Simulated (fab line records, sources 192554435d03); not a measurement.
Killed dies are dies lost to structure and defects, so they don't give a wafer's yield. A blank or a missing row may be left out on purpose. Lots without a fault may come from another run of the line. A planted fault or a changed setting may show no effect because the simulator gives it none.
A struck lot beside a sound one | flow n5_finfet | 45 steps out of a route of 1938
Sound: wafers L204.1, L204.4, L204.6. Struck: wafers L193.1, L193.2, L193.4. The cause comes at the end.
At each step with rows: each side's tool, then ch and its chambers, then its first start. Under that, the readings that differ: sound wafers | struck wafers | difference of the means | sigmas: that difference in standard deviations of wafers without a fault.
alike: readings whose means differ by less than 2 such deviations, and words and numbers that are the same on both sides. not compared: withheld readings, readings that some wafer has no value for, bounds like >300 that may hide the same value, and numbers for which the record gives no deviation and whose values overlap.
The two part at a step that has a row with sigmas, a row that says differs or no value, or rows on one side only. Numbers that don't overlap but have no deviation are shown without sigmas and don't part them. A reading that every wafer of one side lacks parts them only if that side has two wafers or more.

first, 11 steps without rows for these wafers: N5_BEOL_M2_DESCUM_33 (chemistry O2, time 7 s); N5_BEOL_M2_ETCH_77 (etches underlayer in N2/H2, target depth 6.5 nm, time 5.2 s); N5_BEOL_M2_ETCH_69 (etches SiARC in CF4, target depth 15.6 nm, time 26 s); N5_BEOL_M2_ALD_98 (deposits SiO2, target thk 2.5 nm, pulse time 1 s, co reactant pulse time 1 s); N5_BEOL_M2_ETCHBACK_99 (etches SiO2 in CHF3, target depth 5 nm, time 10.4 s); N5_BEOL_M2_ETCH_70 (etches SOC in N2/H2, target depth 80 nm, overetch 24 nm, time 130 s); N5_BEOL_M2_STRIP_71 (strips in N2/H2); N5_BEOL_M2_STRIP_78 (strips in N2/H2); N5_BEOL_M2_VIA_ETCH_34 (etches the open film in C4F6/O2, target depth 69.4 nm, time 65.9 s); N5_BEOL_M2_STRIP_83 (strips in C4F6/O2); N5_BEOL_M2_STRIP_36 (strips in N2/H2).
N5_BEOL_M2_TRENCH_ETCH_37: etches SiOC in C4F6/O2, target depth 55.555 nm, time 29.2 s.
  sound on rie_diel-04 ch 0,1, day 12 07:48; struck on rie_diel-04 ch 1,2,3, day 9 11:08
  reading                                    | sound           | struck            | difference | sigmas
  model.BEOL_M2.feature_depth_nm (nm)        | 56.8 54.6 54.4  | 41.4 40 41.2      | -14.4      |
  model.etch.depth_nm (nm)                   | 56.8 54.7 54.41 | 41.44 40.05 41.17 | -14.42     |
  model.TiN_of_BEOL_M2_HM_DEP_02.thk_nm (nm) | 17.6 17.6 18    | 18.2 18.4 18.2    | +0.5       |
  alike: chamber_pressure_mTorr, drypump_motor_current_A, oes_f_703_au, oes_product_au, rf_vpp_V, showerhead_plenum_p_Torr, throttle_valve_pct
  not compared: rf_hours_counter_h
then, 2 steps without rows for these wafers: N5_BEOL_M2_ETCH_41 (etches SiCN in CH3F/O2, target depth 29.9 nm, time 52.5 s); N5_BEOL_M2_STRIP_97 (strips in N2/H2, time 10 s).
N5_BEOL_M2_OCD_MEAS_38:
  sound on ocd-02, day 12 07:57; struck on ocd-01, day 9 11:17
  reading              | sound          | struck         | difference | sigmas
  trench_depth_nm (nm) | 56.3 54.7 54.0 | 41.3 40.6 41.3 | -13.9      | -14
then, 25 steps without rows for these wafers: N5_BEOL_M2_HM_STRIP_39 (strips TiN in peroxide tin strip, target depth 25 nm, time 158 s); N5_BEOL_M2_SRD_40 (time 30 s); N5_BEOL_M2_PRECLEAN_42 (cleans in residue remover, time 60 s); N5_BEOL_M2_SRD_43 (time 30 s); N5_BEOL_M2_DEGAS_44 (time 60 s); N5_BEOL_M2_PRE_CLEAN_45 (time 30 s); N5_BEOL_M2_ALD_84 (deposits TaN, pulse time 2 s, purge time 3 s, co reactant purge time 2 s); N5_BEOL_M2_SURFACE_TREAT_85; N5_BEOL_M2_CVD_47 (deposits Co from CCTBA/H2, target thk 3 nm, time 223.8 s); N5_BEOL_M2_SPUTTER_48 (material Cu, target thk 4.5 nm, time 8.29 s); N5_BEOL_M2_ANNEAL_49 (time 240 s); N5_BEOL_M2_SPUTTER_79 (material Cu, target thk 4.5 nm, time 8.29 s); N5_BEOL_M2_ANNEAL_80 (time 240 s); N5_BEOL_M2_SPUTTER_81 (material Cu, target thk 4.5 nm, time 8.29 s); N5_BEOL_M2_ANNEAL_82 (time 240 s); N5_BEOL_M2_SPUTTER_86 (material Cu, target thk 4.5 nm, time 8.29 s); N5_BEOL_M2_ANNEAL_87 (time 240 s); N5_BEOL_M2_SPUTTER_88 (material Cu, target thk 4.5 nm, time 8.29 s); N5_BEOL_M2_ANNEAL_89 (time 240 s); N5_BEOL_M2_SPUTTER_90 (material Cu, target thk 4.5 nm, time 8.29 s); N5_BEOL_M2_ANNEAL_91 (time 240 s); N5_BEOL_M2_SPUTTER_92 (material Cu, target thk 4.5 nm, time 8.29 s); N5_BEOL_M2_ANNEAL_93 (time 240 s); N5_BEOL_M2_SPUTTER_94 (material Cu, target thk 4.5 nm, time 8.29 s); N5_BEOL_M2_ANNEAL_95 (time 240 s).
N5_BEOL_M2_CMP_52: polishes, stops on SiOC, t overpolish 6.8 s, target thk 40 nm.
  sound on cmp-04 ch 0,2,3, day 12 11:17; struck on cmp-04 ch 0,1,3, day 9 15:10
  reading                                | sound          | struck       | difference | sigmas
  model.Cu_of_BEOL_M2_ECD_50.thk_nm (nm) | 40.8 39.4 39.2 | 25.2 25 26.6 | -14.2      |
  alike: barrier_field_endpoint_s, motor_current_A, overpolish_run_s, time_to_endpoint_s
N5_BEOL_M2_THK_MEAS_53: measures by xrf.
  sound on film_metro-02, day 12 11:32; struck on film_metro-02, day 9 15:25
  reading     | sound          | struck         | difference | sigmas
  M2_THK (nm) | 40.9 39.5 39.4 | 25.0 24.8 26.4 | -14.5      | -10
N5_BEOL_M2_RS_MEAS_58: measures by four-point-probe.
  sound on film_metro-01, day 12 11:48; struck on film_metro-02, day 9 15:41
  reading        | sound          | struck         | difference | sigmas
  M2_RS (ohm/sq) | 0.65 0.68 0.69 | 1.23 1.25 1.15 | +0.54      | +17
N5_BEOL_M4_RC_MEAS_101:
  sound on prober-02 ch 0, day 13 06:27; struck on prober-02 ch 0, day 10 18:24
  reading                   | sound             | struck            | difference | sigmas
  DIBL_N (mV/V)             | 34.6 31.8 30.4    | 36.5 39.1 37.2    | +5.3       | +3
  DIBL_P (mV/V)             | 35.7 33.1 31.7    | 37.7 39.4 39.1    | +5.2       | +3
  IOFF_N (nA/um)            | 0.152 0.106 0.092 | 0.167 0.227 0.185 | +0.076     | +3
  IOFF_P (nA/um)            | 0.22 0.18 0.16    | 0.27 0.29 0.30    | +0.10      | +3
  SERP_M2 (ohm/um)          | 209 208 220       | 336 359 329       | +129       | +10
  SERP_M2_max_site (ohm/um) | 231 219 231       | 363 377 356       | +138       | +9
  SS_N (mV/dec)             | 71.4 70.4 70.9    | 71.8 73.4 71.9    | +1.5       | +3
  VT_N (mV)                 | 250 255 259       | 246 244 244       | -10        | -3
  VT_P (mV)                 | -247 -252 -254    | -244 -244 -243    | +7         | +2
  alike: ION_N, ION_P, SS_P
-- the record jumps here: 5 days lie between the struck wafers' starts before and after (it left off in module BEOL_M4 and takes up again in module PASSIVATION, whose first step shown is number 1936 of the route) --
N5_PASSIVATION_PROBE_49:
  sound on prober-01, day 17 19:20; struck on prober-01, day 15 10:16
  reading              | sound | struck         | difference | sigmas
  sort_bin_8_speed (%) | 0 0 0 | 1.69 2.46 0.25 | +1.47      | +99 or more
  alike: defect_limited_yield, killed_at_M0_to_M3, killed_at_M4_up, killed_at_contacts, killed_at_front_end, killed_at_other, killed_dies, killed_on_rim, killed_open, killed_short, sort_bin_5_function, sort_bin_6_memory, sort_n_pass

WHERE THEY PART
First at N5_BEOL_M2_OCD_MEAS_38; last, within this record, at N5_PASSIVATION_PROBE_49.

WHY: what the simulator had put in
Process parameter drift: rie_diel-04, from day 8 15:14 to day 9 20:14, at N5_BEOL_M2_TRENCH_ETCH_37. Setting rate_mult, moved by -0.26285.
